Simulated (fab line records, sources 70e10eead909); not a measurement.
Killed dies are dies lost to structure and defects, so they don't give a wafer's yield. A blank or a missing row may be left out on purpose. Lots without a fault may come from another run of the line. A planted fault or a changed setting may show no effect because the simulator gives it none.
fab line records | flow nand_harc
record lots=5 wafers=15 last_day=25
route steps=1159 shown P_M0@266 END@1159
lots that met no fault: from a run of the same line without faults
start_h: hours from the record's first day to the start of the lot's first wafer shown | wait_h: hours since the lot's step before | " the same as in the row above | L1.1+2: a row that stands for several wafers | - no value, or no start given | * or withheld: withheld | < > ~ a bound
route shown NAME@n: a module of which the file shows steps, and the number in the route of the first | usual: mean/standard deviation of fault-free wafers | same: alike in all rows | chamber/n: place in a boat | sites: the reading at each site | _std_site: their standard deviation | _edge_site: outer sites' mean less inner sites' | radius_mm: how far each site lies from the wafer's centre | mask NAME#n: copy n | behind: the tool/chamber that last shaped the wafer | hold: why the lot was held/for how many hours/how that ended | device: the transistor (n, p or np) that didn't switch | end of line: the same wafers' tests at the end of the route | a step without rows: its recipe alone | killed: dies lost to structure and defects at the first sort, not the wafer's yield | map: a wafer's dies, x killed, . not, _ none there
set.NAME: the setting as run; set.NAME@STEP: as run at that earlier step | model.NAME: the simulator's own value behind a step, which no gauge read
lots at some steps of the route; a table a step, a row a wafer
services: from which hour (start_h, from the record's first day; less than 0 if before it) a tool's chamber was out of use, for how many hours, and why
## steps
# step NHARC_P_M0_DESCUM_14
# recipe time_s=3 o2_flow_sccm=200 ar_flow_sccm=0 bias_power_w=0 chemistry=O2
# usual drypump_motor_current_A=5.62/0.28 oes_product_au=0.996/0.017 rf_vpp_V=57.9/0.92 showerhead_plenum_p_Torr=1.93/0.094 throttle_valve_pct=11.311/0.0092
# columns lot.wafer tool chamber start_h wait_h drypump_motor_current_A oes_product_au rf_hours_counter_h rf_vpp_V showerhead_plenum_p_Torr throttle_valve_pct
L140.2 rie_diel-12 2 179.10 0.1 5.53 0.978 11 57.6 1.86 11.313
L140.4 " 3 " " 5.13 0.977 11 57.1 1.78 11.298
L140.3 " 1 " " 5.64 0.993 10 57.4 1.92 11.299
L144.1 rie_diel-09 2 207.41 0.1 5.71 0.981 9 57.2 1.86 11.312
L144.3 " 0 " " 5.78 1.030 9 58.4 2.06 11.320
L144.5 " 3 " " 5.31 0.993 - 57.9 2.06 11.315
L146.4 rie_diel-12 3 218.04 0.1 5.12 1.005 0 57.9 1.78 11.318
L146.2 " 0 " " 5.92 1.022 0 57.7 1.93 11.317
L146.6 " 3 " " 5.13 0.999 - 56.3 1.78 11.316
L148.1 rie_diel-12 3 240.47 0.1 5.12 0.992 2 56.6 1.78 11.281
L148.4 " 1 " " 5.67 1.006 2 56.6 1.92 11.319
L148.6 " 3 " " 5.12 0.988 - 57.7 1.78 11.313
L152.1 rie_diel-01 1 257.74 0.1 5.38 0.988 8 58.0 1.96 11.313
L152.3 " 2 " " 6.04 0.979 7 57.1 2.03 11.304
L152.6 " 2 " " 6.03 0.982 - 57.5 2.03 11.310
# step NHARC_P_M0_ETCH_34
# recipe target_depth_a=400 overetch_a=120 time_s=43.94 ion_energy_ev=200 n2_flow_sccm=150 h2_flow_sccm=150 ar_flow_sccm=0 rf_w=400 bias_w=150 chemistry=N2/H2
# step NHARC_P_M0_ETCH_15
# recipe target_depth_a=1500 overetch_a=150 time_s=82.5 c4f8_flow_sccm=withheld ar_flow_sccm=400 rf_w=600 bias_w=300 chemistry=C4F8/Ar
# step NHARC_P_M0_CD_MEAS_16
# usual cd_nm=90.1/0.79
# columns lot.wafer tool chamber start_h wait_h cd_nm
L140.2 cd_sem-01 - 179.41 - 88.9
L140.3 " - " " 89.3
L140.4 " - " " 90.5
L144.1 cd_sem-03 - 207.70 - 90.7
L144.3 " - " " 90.1
L144.5 " - " " 90.1
L146.2 cd_sem-01 - 218.34 - 89.3
L146.4 " - " " 89.2
L146.6 " - " " 90.3
L148.1 cd_sem-01 - 241.00 - 91.1
L148.4 " - " " 90.4
L148.6 " - " " 90.1
L152.1 cd_sem-01 - 258.04 - 90.1
L152.3 " - " " 89.6
L152.6 " - " " 88.4
# step NHARC_P_M0_STRIP_18
# recipe power_w=1000 n2_flow_sccm=150 h2_flow_sccm=150 ar_flow_sccm=0 bias_w=0 chemistry=N2/H2
# usual drypump_motor_current_A=5.70/0.27 oes_product_au=0.996/0.017 power_w=1000/3 rf_vpp_V=90.8/0.92 showerhead_plenum_p_Torr=2.07/0.093 throttle_valve_pct=14.172/0.0085
# columns lot.wafer tool chamber start_h wait_h drypump_motor_current_A oes_product_au power_w rf_hours_counter_h rf_vpp_V showerhead_plenum_p_Torr throttle_valve_pct
L140.3 rie_diel-09 1 179.50 0.1 5.62 1.013 1005 8 89.7 1.96 14.165
L140.4 " 2 " " 5.70 0.979 1001 7 90.3 1.98 14.160
L140.2 " 3 " " 5.33 0.989 1001 6 92.0 2.20 14.172
L144.3 rie_diel-09 2 207.78 0.1 5.70 0.982 1003 9 90.4 1.98 14.157
L144.1 " 1 " " 5.63 1.004 1002 10 90.7 1.96 14.180
L144.5 " 3 " " 5.30 0.990 1004 - 89.5 2.20 14.180
L146.2 rie_diel-09 2 218.43 0.1 5.75 0.982 1005 9 88.9 1.98 14.170
L146.4 " 0 " " 5.84 1.026 995 10 91.0 2.20 14.164
L146.6 " 1 " " 5.62 1.009 1002 - 90.6 1.96 14.176
L148.4 rie_diel-01 2 241.08 0.1 6.06 0.973 998 5 90.4 2.17 14.176
L148.1 " 3 " " 5.84 0.975 995 7 91.2 2.03 14.160
L148.6 " 2 " " 6.08 0.985 995 - 91.8 2.17 14.170
L152.1 rie_diel-12 1 258.12 0.1 5.64 1.008 1003 4 90.3 2.05 14.171
L152.3 " 2 " " 5.54 0.999 1000 4 89.6 1.98 14.171
L152.6 " 2 " " 5.54 0.994 1001 - 89.5 1.98 14.168
# step NHARC_P_M0_STRIP_19
# recipe time_s=600 temp_c=30 chemistry=post_etch_residue_remover
# step NHARC_P_M0_DEGAS_28
# recipe temp_c=250 time_s=60
# usual heater_power_w=345/44
# columns lot.wafer tool chamber start_h wait_h heater_power_w
L140.2 pvd_sputter-02 - 180.03 - 396
L140.4 " - " " 281
L140.3 " - " " 385
L144.3 pvd_sputter-03 - 208.34 - 291
L144.1 " - " " 353
L144.5 " - " " 400
L146.2 pvd_sputter-03 - 218.95 - 345
L146.4 " - " " 301
L146.6 " - " " 284
L148.1 pvd_sputter-01 - 241.64 - 340
L148.4 " - " " 357
L148.6 " - " " 397
L152.1 pvd_sputter-01 - 258.67 - 329
L152.3 " - " " 375
L152.6 " - " " 394
# step NHARC_P_M0_PRE_CLEAN_29
# recipe time_s=30 temp_c=280 gas=H2/He
# usual heater_power_w=423/55
# columns lot.wafer tool chamber start_h wait_h heater_power_w
L140.4 pvd_sputter-02 - - - 478
L140.2 " - " " 458
L140.3 " - " " 349
L144.3 pvd_sputter-03 - - - 365
L144.1 " - " " 437
L144.5 " - " " 367
L146.4 pvd_sputter-03 - - - 436
L146.2 " - " " 338
L146.6 " - " " 348
L148.4 pvd_sputter-01 - - - 498
L148.1 " - " " 457
L148.6 " - " " 362
L152.3 pvd_sputter-01 - - - 368
L152.1 " - " " 491
L152.6 " - " " 442
# step NHARC_P_M0_PVD_20
# recipe target_thk_a=50 bias_v=168.6 power_w=15000 chamber_pressure_pa=0.12 time_s=8.06 substrate_temp_c=50 material=TaN
# step NHARC_P_M0_PVD_21
# recipe target_thk_a=300 chamber_pressure_pa=5 power_w=5000 substrate_temp_c=30 time_s=20.49 material=Cu
# usual throttle_valve_pct=30.3/1.1
# columns lot.wafer tool chamber start_h wait_h throttle_valve_pct
L140.3 pvd_sputter-02 - - - 31.6
L140.2 " - " " 29.3
L140.4 " - " " 31.7
L144.1 pvd_sputter-03 - - - 29.9
L144.3 " - " " 31.9
L144.5 " - " " 30.3
L146.2 pvd_sputter-03 - - - 29.8
L146.4 " - " " 31.7
L146.6 " - " " 30.4
L148.1 pvd_sputter-01 - - - 31.1
L148.4 " - " " 28.8
L148.6 " - " " 30.9
L152.3 pvd_sputter-01 - - - 30.6
L152.1 " - " " 31.1
L152.6 " - " " 30.8
# step NHARC_P_M0_ECD_22
# recipe target_thk_a=4000 bath_temp_c=25 material=Cu
# step NHARC_P_M0_ANNEAL_30
# recipe temp_c=225 time_s=90
# step NHARC_P_M0_CMP_23
# recipe t_overpolish_s=20 target_thk_nm=117.53
# usual motor_current_A=12.1/0.81 time_to_endpoint_s=28.7/2.6
# columns lot.wafer tool chamber start_h wait_h motor_current_A time_to_endpoint_s
L140.4 cmp-04 2 181.11 - 10.6 31.6
L140.3 " 3 " " 13.1 30.8
L140.2 " 0 " " 13.1 37.1
L144.1 cmp-02 1 209.50 - 10.7 28.2
L144.3 " 2 " " 12.4 32.7
L144.5 " 0 " " 12.2 29.5
L146.2 cmp-01 2 220.05 - 12.0 27.3
L146.4 " 1 " " 13.0 30.2
L146.6 " 2 " " 12.3 26.1
L148.4 cmp-02 2 242.72 - 12.2 27.4
L148.1 " 1 " " 11.4 27.6
L148.6 " 3 " " 12.6 24.9
L152.3 cmp-04 1 259.85 - 12.0 26.6
L152.1 " 2 " " 11.2 32.0
L152.6 " 2 " " 11.2 29.1
# step NHARC_P_M0_SRD_25
# step NHARC_P_M0_INSPECT_27
# usual raw_defect_count=294/120
# columns lot.wafer tool chamber start_h wait_h raw_defect_count
L140.2 defect_inspect-01 - 181.58 0.0 2497
L140.3 " - " " 125
L140.4 " - " " 255
L144.1 defect_inspect-01 - 209.96 0.0 308
L144.3 " - " " 306
L144.5 " - " " 204
L146.2 defect_inspect-02 - 220.51 0.0 643
L146.4 " - " " 278
L146.6 " - " " 473
L148.1 defect_inspect-01 - 243.21 0.0 229
L148.4 " - " " 333
L148.6 " - " " 460
L152.1 defect_inspect-02 - 260.33 0.0 167
L152.3 " - " " 313
L152.6 " - " " 207
# step NHARC_P_M0_PRE_CLEAN_31
# recipe time_s=12 temp_c=370 rf_power_w=300 gas=NH3
# step NHARC_END_SORT_01
# recipe temp_c=25
# usual defect_limited_yield=95.8/1.3 killed_at_array=24/8.7 killed_at_other=0.8/1.2 killed_at_periphery=3.6/2.3 killed_dies=28/8.9 killed_open=3.2/1.9 killed_short=2.0/1.6 sort_bin_2_pct=1.3/0.57 sort_bin_3_pct=0.22/0.19 sort_bin_4_pct=2.7/0.89 sort_n_pass=649/8.9 sort_rim_yield_pct=95/3.1 sort_yield_pct=95.8/1.3
# same gross_dies=677 sort_bin_5_pct[%]=0 sort_bin_6_pct[%]=0 sort_bin_7_pct[%]=0 sort_bin_8_pct[%]=0 sort_rim_n_gross=106.00
# columns lot.wafer tool chamber start_h wait_h defect_limited_yield[%] killed_at_array killed_at_other killed_at_periphery killed_dies killed_open killed_short sort_bin_2_pct[%] sort_bin_3_pct[%] sort_bin_4_pct[%] sort_n_pass sort_rim_yield_pct[%] sort_yield_pct[%]
L140.2 prober-01 0 526.83 2.8 0 26 0 651 677 6 3 1.0 95.86 3.1 0 0 0
L140.3 prober-01 0 527.62 3.1 95.4 28 0 3 31 7 0 1.6 0.30 2.7 646 99 95.4
L140.4 prober-01 0 528.41 3.4 95.9 25 0 3 28 0 4 1.6 0.15 2.4 649 93 95.9
L146.2 prober-02 0 546.94 2.8 94.4 36 0 2 38 3 3 2.1 0.15 3.4 639 92 94.4
L146.4 prober-02 0 548.56 3.4 92.8 47 0 2 49 4 3 2.7 0.30 4.3 628 95 92.8
L146.6 prober-02 0 550.17 4.0 94.4 35 0 3 38 1 1 1.8 0.30 3.5 639 92 94.4
# killed by level:class
L140.2 P_M0:area_cmp=648 A_CHANNEL_HOLE_D1:chamber_film_flake=8 A_STAIRCASE:chamber_film_flake=7 A_CONTACT:chamber_film_flake=4 A_CHANNEL_FILL_D1:geometric_particle:open=2 P_GATE:geometric_particle:short=1 P_M0:geometric_particle:open=1 A_ONON_D1:geometric_particle:short=1
L140.3 A_CHANNEL_HOLE_D1:chamber_film_flake=12 A_CONTACT:chamber_film_flake=7 A_CONTACT:geometric_particle:open=2 A_M0:geometric_particle:open=2 A_STAIRCASE:chamber_film_flake=2 P_GATE:geometric_particle:open=1 A_SGD_CUT:geometric_particle:open=1 A_WL_FILL:geometric_particle:open=1
L140.4 A_CHANNEL_HOLE_D1:chamber_film_flake=9 A_STAIRCASE:chamber_film_flake=8 A_CONTACT:chamber_film_flake=4 A_CHANNEL_FILL_D1:geometric_particle:short=2 P_BONDPAD:chamber_film_flake=2 P_STI:geometric_particle:short=1 A_ONON_D1:geometric_particle:short=1 A_WL_FILL:chamber_film_flake=1
L146.2 A_SLIT:chamber_film_flake=16 A_CHANNEL_HOLE_D1:chamber_film_flake=13 A_CONTACT:geometric_particle:open=2 P_M1:geometric_particle:short=1 A_SOURCE_PLATE:geometric_particle:short=1 A_ONON_D1:geometric_particle:short=1 A_M0:geometric_particle:open=1 P_GATE:chamber_film_flake=1
L146.4 A_CHANNEL_HOLE_D1:chamber_film_flake=20 A_SLIT:chamber_film_flake=17 A_CONTACT:geometric_particle:open=3 P_STI:chamber_film_flake=2 A_ONON_D1:geometric_particle:short=1 A_SGD_CUT:geometric_particle:short=1 A_WL_FILL:geometric_particle:short=1 A_M0:geometric_particle:open=1
L146.6 A_CHANNEL_HOLE_D1:chamber_film_flake=17 A_SLIT:chamber_film_flake=13 P_M0:chamber_film_flake=2 P_CONTACT:geometric_particle:short=1 A_CONTACT:geometric_particle:open=1 A_CHANNEL_FILL_D1:chamber_film_flake=1 A_STAIRCASE:chamber_film_flake=1 A_WL_FILL:chamber_film_flake=1
# map L140.2 (x killed, . not)
____________x____________
_________xxxxxxx_________
_______xxxxxxxxxxx_______
______xxxxxxxxxxxxx______
_____xxxxxxxxxxxxxxx_____
____xxxxxxxxxxxxxxxxx____
____xxxxxxxxxxxxxxxxx____
___xxxxxxxxxxxxxxxxxxx___
___xxxxxxxxxxxxxxxxxxx___
__xxxxxxxxxxxxxxxxxxxxx__
__xxxxxxxxxxxxxxxxxxxxx__
_xxxxxxxxxxxxxxxxxxxxxxx_
_xxxxxxxxxxxxxxxxxxxxxxx_
_xxxxxxxxxxxxxxxxxxxxxxx_
_xxxxxxxxxxxxxxxxxxxxxxx_
_xxxxxxxxxxxxxxxxxxxxxxx_
xxxxxxxxxxxxxxxxxxxxxxxxx
xxxxxxxxxxxxxxxxxxxxxxxxx
xxxxxxxxxxxxxxxxxxxxxxxxx
xxxxxxxxxxxxxxxxxxxxxxxxx
xxxxxxxxxxxxxxxxxxxxxxxxx
_xxxxxxxxxxxxxxxxxxxxxxx_
_xxxxxxxxxxxxxxxxxxxxxxx_
_xxxxxxxxxxxxxxxxxxxxxxx_
_xxxxxxxxxxxxxxxxxxxxxxx_
_xxxxxxxxxxxxxxxxxxxxxxx_
__xxxxxxxxxxxxxxxxxxxxx__
__xxxxxxxxxxxxxxxxxxxxx__
___xxxxxxxxxxxxxxxxxxx___
___xxxxxxxxxxxxxxxxxxx___
____xxxxxxxxxxxxxxxxx____
____xxxxxxxxxxxxxxxxx____
_____xxxxxxxxxxxxxxx_____
______xxxxxxxxxxxxx______
_______xxxxxxxxxxx_______
_________xxxxxxx_________
____________x____________
# map L152.1 (x killed, . not)
____________.____________
_________x......_________
_______..........._______
______x............______
_____..............._____
____.................____
____.....x...........____
___......x............___
___...................___
__.....................__
__.....................__
_......................._
_......................._
_......................._
_x...............xx....._
_..x............x......._
.................x.......
.........................
.........x...............
...................x.....
............x....x.x.....
_...x...........x......._
_..........x............_
_...............xxx....._
_...........x..........._
_...............x......._
__.......xx.....xx.....__
__.....................__
___...................___
___...................___
____x................____
____.................____
_____..............._____
______.x...........______
_______..........._______
_________......._________
____________.____________
## services
# columns tool chamber start_h hours kind
cmp-02 - 156.54 1.3 repair
rie_diel-12 0 156.91 - clean
rie_diel-09 2 164.67 4.8 repair
pvd_sputter-01 - 181.74 10.0 pm
cmp-02 - 183.24 0.3 repair
cmp-04 - 184.15 0.4 repair
rie_diel-01 - 184.53 0.7 repair
cmp-04 - 185.30 0.8 repair
rie_diel-09 - 186.22 0.4 repair
cmp-01 - 186.28 4.0 pm
cmp-01 - 192.63 0.6 repair
pvd_sputter-01 - 199.24 6.4 repair
rie_diel-12 - 202.41 9.0 pm
cmp-04 - 203.07 4.0 pm
cmp-02 - 213.32 2.1 repair
cmp-02 - 215.55 0.4 repair
cmp-02 - 220.39 1.6 repair
cmp-01 - 224.70 2.0 repair
cmp-02 - 226.50 4.0 pm
cmp-04 - 231.60 0.8 repair
cmp-01 - 233.93 1.0 repair
pvd_sputter-03 - 245.48 3.0 repair
rie_diel-09 - 254.10 9.0 pm
rie_diel-12 0 259.94 7.4 repair
## key
first_sign step=NHARC_P_M0_CMP_23 reading=time_to_endpoint_s direction=up sigmas=3.2 usual=* struck=*
effect step=NHARC_P_M0_INSPECT_27 reading=raw_defect_count direction=up sigmas=18 usual=294 struck=2497
effect step=NHARC_END_SORT_01 reading=sort_bin_3_pct direction=up sigmas=99+ usual=0.22 struck=95.86
more_kills_born_at NHARC_P_M0_CMP_23@cmp-04=648
met_at NHARC_P_M0_CMP_23
struck_wafers L140.2
later_rows_left_out L140.2
fault kind=process_parameter_drift tool=cmp-04 chamber=0 onset_h=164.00 steps=NHARC_P_M0_CMP_23 channel=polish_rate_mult offset=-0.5 shape=step end_h=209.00
# later_rows_left_out: the simulator's readings of these wafers behind a module that went badly wrong aren't trusted and aren't shown, but for the sort
